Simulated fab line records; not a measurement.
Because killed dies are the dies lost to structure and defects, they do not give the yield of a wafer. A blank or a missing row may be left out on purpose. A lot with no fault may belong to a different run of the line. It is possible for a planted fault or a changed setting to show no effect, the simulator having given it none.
Problem report in the 8D (eight disciplines) form, filled by code | flow n5_finfet | the parts of the form that need people (team, actions taken, sign-off) are left out

== 1. PROBLEM STATEMENT ==
Mean of platen_rpm at N5_MOL_CONTACT_COAG_CMP_28: 49.70 rpm across 2 wafers in 2 lots; on wafers with no fault it is 51.80 rpm (standard deviation 0.039). Relative to the usual mean, that is a shift of -54 standard deviations.
The step: polishes, stops on SiNx, t overpolish 0.85 s, target thk 14.522 nm.
Seen first at day 5 19:11 on cmp-03, wafer L881.3. The record holds 27 wafers of 9 lots with a number at this step. Rule for "out", or "out of limits": more than 4 standard deviations from the usual mean. The rest of the wafers with a number are treated as sound.

== 2. WHAT IT IS; WHAT IT IS NOT ==
question                    | is               | is not
which readings at this step | platen_rpm       | edge_zone_pressure_frac, motor_current_A, slurry_flow_ml_min, time_to_endpoint_s
which lots                  | L881, L883       | L879, L891, L892, L894, L897, L899, L901
which wafers of those lots  | L881.3, L883.1   | L881.1, L881.4, L883.5, L883.6
read on which tools         | cmp-03           | cmp-01, cmp-04
when                        | from day 5 19:11 | up to then (5 sound wafers); but 20 sound wafers of L883, L891, L892, L894, L897, L899, L901 came after

== 3. SUSPECTS, AND WHAT RULES EACH OUT ==
Counting: if a tool at a process step up to the reading ran every lot that is out, it stays a suspect. Sound lots after the first of them don't rule it out here, since some wafers of a struck lot are sound.
- rtp_anneal-02 at N5_MOL_CONTACT_COAG_SIL_ANNEAL_21 (time 60 s): kept. It ran every lot that is out, first L881 (day 5 09:47).
- cmp-03 at N5_MOL_CONTACT_COAG_CMP_28 (polishes, stops on SiNx, t overpolish 0.85 s, target thk 14.522 nm): kept. Every lot that is out went through it, the first being L881 (day 5 19:11); the last sound lot it ran before that was L879 (day 5 07:49). On those wafers its own readings are out: platen_rpm.
- cmp-03, N5_MOL_CONTACT_COAG_CMP_28: wafers that are out in chamber 0, sound lot-mates in chambers 1, 2, 3.
The count leaves cmp-03 at N5_MOL_CONTACT_COAG_CMP_28 and rtp_anneal-02 at N5_MOL_CONTACT_COAG_SIL_ANNEAL_21.

== 4. THE CAUSE (what the simulator had put in) ==
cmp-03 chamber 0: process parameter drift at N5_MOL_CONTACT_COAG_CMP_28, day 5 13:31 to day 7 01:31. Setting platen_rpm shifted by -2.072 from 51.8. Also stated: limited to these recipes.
Of the 2 suspects that counting leaves, this tool is one.

== 5. THE CHAIN OF EFFECTS, in route order ==
Each row: a reading whose mean over the struck wafers that have a number lies more than 3 standard deviations from the usual. Only readings whose record carries a usual standard deviation are examined. hours: median over the lots of the time between each lot's start at the first step of this table that gives one and its start at this step. sigmas: the change, counted in usual standard deviations.
hours | step                       | reading    | usual     | on struck wafers | change | sigmas
0     | N5_MOL_CONTACT_COAG_CMP_28 | platen_rpm | 51.80 rpm | 49.70            | -2.10  | -54
The process steps in it:
- N5_MOL_CONTACT_COAG_CMP_28: polishes, stops on SiNx, t overpolish 0.85 s, target thk 14.522 nm.
At these later measuring or inspecting steps, every struck wafer for which the step has a row has a number for every such reading, and none has moved that far: N5_BEOL_M4_RC_MEAS_101.

== 6. HOW IT WOULD HAVE BEEN CAUGHT EARLIER ==
In this record the first reading out of limits was taken at day 5 19:11, 6 hours after the fault began at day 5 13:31.
